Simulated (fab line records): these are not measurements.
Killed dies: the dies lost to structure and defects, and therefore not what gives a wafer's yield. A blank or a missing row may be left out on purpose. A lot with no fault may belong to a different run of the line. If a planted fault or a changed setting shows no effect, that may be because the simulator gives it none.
Comparing a struck lot with a sound one | flow n5_finfet | 16 out of 1938 route steps
Sound: the wafers L969.1, L969.4, L969.6. Struck: wafer L972.2 (left out: L972.6, a lot-mate that was not struck); the cause follows at the end.
For every step that has rows: the tool of each side, followed by ch and its chambers, followed by its first start. Under that, the readings that differ: sound wafers | struck wafers | difference of the means | sigmas: that difference in standard deviations of wafers without a fault.
alike: a reading whose means differ by less than 2 such deviations, as well as words and numbers matching on both sides. not compared: withheld readings; readings where some wafer has no value; bounds like >300 that might hide an equal value; numbers whose values overlap and for which the record gives no deviation.
A row with sigmas, a row that says differs or no value, or rows on one side alone: a step with any of these is where the two part. When numbers do not overlap yet have no deviation, they are printed without sigmas and do not part them. A reading that every wafer of one side lacks parts them only if that side has two wafers or more.

first, 3 steps without rows for these wafers: N5_FIN_SAQP_EXPOSE_13 (exposes mask FIN CORE, target cd 35.6 nm); N5_FIN_SAQP_PEB_14 (peb time 60 s); N5_FIN_SAQP_DEVELOP_15 (develop time 30 s).
N5_FIN_SAQP_CD_MEAS_16: target cd 35.6 nm.
  sound on cd_sem-03 ch 0, day 4 16:41; struck on cd_sem-03 ch 0, day 5 12:30
  alike: cd_nm
N5_FIN_SAQP_OVL_MEAS_17:
  sound on overlay-02 ch 0, day 4 16:43; struck on overlay-01 ch 0, day 5 12:32
  alike: FIN_CORE_OVL
N5_FIN_SAQP_INSPECT_18: inspects for defects (brightfield).
  sound: defect_inspect-01 at day 4 16:44; struck: defect_inspect-02 at day 5 12:34
  alike: raw_defect_count
N5_FIN_SAQP_DESCUM_21: chemistry O2, time 7.9 s.
  sound on rie_diel-01 ch 0,2,3, day 4 17:41; struck on rie_diel-06 ch 1, day 5 13:16
  alike: drypump_motor_current_A, oes_product_au, rf_vpp_V, showerhead_plenum_p_Torr, throttle_valve_pct
  not compared: rf_hours_counter_h
N5_FIN_SAQP_ETCH_51: etches SiARC in CF4, target depth 45.5 nm, time 75.8 s.
  sound on rie_diel-01 ch 0,2,3, day 4 17:43; struck on rie_diel-06 ch 1, day 5 13:18
  alike: drypump_motor_current_A, etch_rf_on_time_s, oes_product_au, rf_vpp_V, showerhead_plenum_p_Torr, throttle_valve_pct
  not compared: rf_hours_counter_h
N5_FIN_SAQP_ETCH_52: etches SOC in N2/H2, target depth 100 nm, overetch 20 nm, time 150 s.
  sound on rie_diel-01 ch 0,2,3, day 4 17:46; struck on rie_diel-06 ch 1, day 5 13:22
  alike: drypump_motor_current_A, oes_product_au, rf_vpp_V, showerhead_plenum_p_Torr, throttle_valve_pct
  not compared: rf_hours_counter_h
then, 1 step without rows for these wafers: N5_FIN_SAQP_STRIP_53 (strips in N2/H2).
N5_FIN_SAQP_HM_OPEN_73: chemistry CHF3/O2, target SiO2, stops on a-Si, target depth 12 nm, time 16.8 s.
  sound on rie_diel-01 ch 0,2,3, day 4 17:53; struck on rie_diel-06 ch 1, day 5 13:28
  alike: O2_flow_sccm, drypump_motor_current_A, oes_product_au, rf_vpp_V, showerhead_plenum_p_Torr, throttle_valve_pct
  not compared: rf_hours_counter_h
then, 1 step without rows for these wafers: N5_FIN_SAQP_STRIP_74 (strips in CHF3/O2).
N5_FIN_SAQP_MANDREL_ETCH_22: etches a-Si in HBr/Cl2, stops on SiNx, target depth 60 nm, bt time 10 s, time 30 s.
  sound on rie_si-06 ch 2,3, day 4 17:58; struck on rie_si-03 ch 3, day 5 13:33
  reading                                   | sound             | struck | difference | sigmas
  model.SOC_of_FIN_SAQP_COAT_49.thk_nm (nm) | 76.41 77.14 76.03 | 81.83  | +5.30      |
  alike: drypump_motor_current_A, oes_product_au, throttle_valve_pct
  not compared: rf_hours_counter_h
N5_FIN_SAQP_STRIP_55: strips in N2/H2.
  sound on rie_diel-02 ch 0,1,2, day 4 18:12; struck on rie_diel-01 ch 2, day 5 13:47
  alike: drypump_motor_current_A, oes_product_au, rf_vpp_V, showerhead_plenum_p_Torr, throttle_valve_pct
  not compared: rf_hours_counter_h
-- the record jumps here: 7 days lie between the struck wafers' starts before and after (it left off in module FIN_SAQP and takes up again in module BEOL_M4, whose first step shown is number 1111 of the route) --
N5_BEOL_M4_RC_MEAS_101:
  sound on prober-01 ch 0, day 10 21:54; struck on prober-01 ch 0, day 12 14:52
  reading        | sound          | struck | difference | sigmas
  IOFF_P (nA/um) | 0.26 0.30 0.28 | 0.19   | -0.09      | -3
  ION_P (uA/um)  | 470 472 477    | 456    | -17        | -2
  VT_P (mV)      | -245 -244 -242 | -251   | -7         | -2
  alike: DIBL_N, DIBL_P, IOFF_N, ION_N, SS_N, SS_P, VT_N
then, 1 step without rows for these wafers: N5_PASSIVATION_PROBE_49.

## WHERE THEY PART
Within this record, at N5_BEOL_M4_RC_MEAS_101 only.

WHY: the cause the simulator had injected
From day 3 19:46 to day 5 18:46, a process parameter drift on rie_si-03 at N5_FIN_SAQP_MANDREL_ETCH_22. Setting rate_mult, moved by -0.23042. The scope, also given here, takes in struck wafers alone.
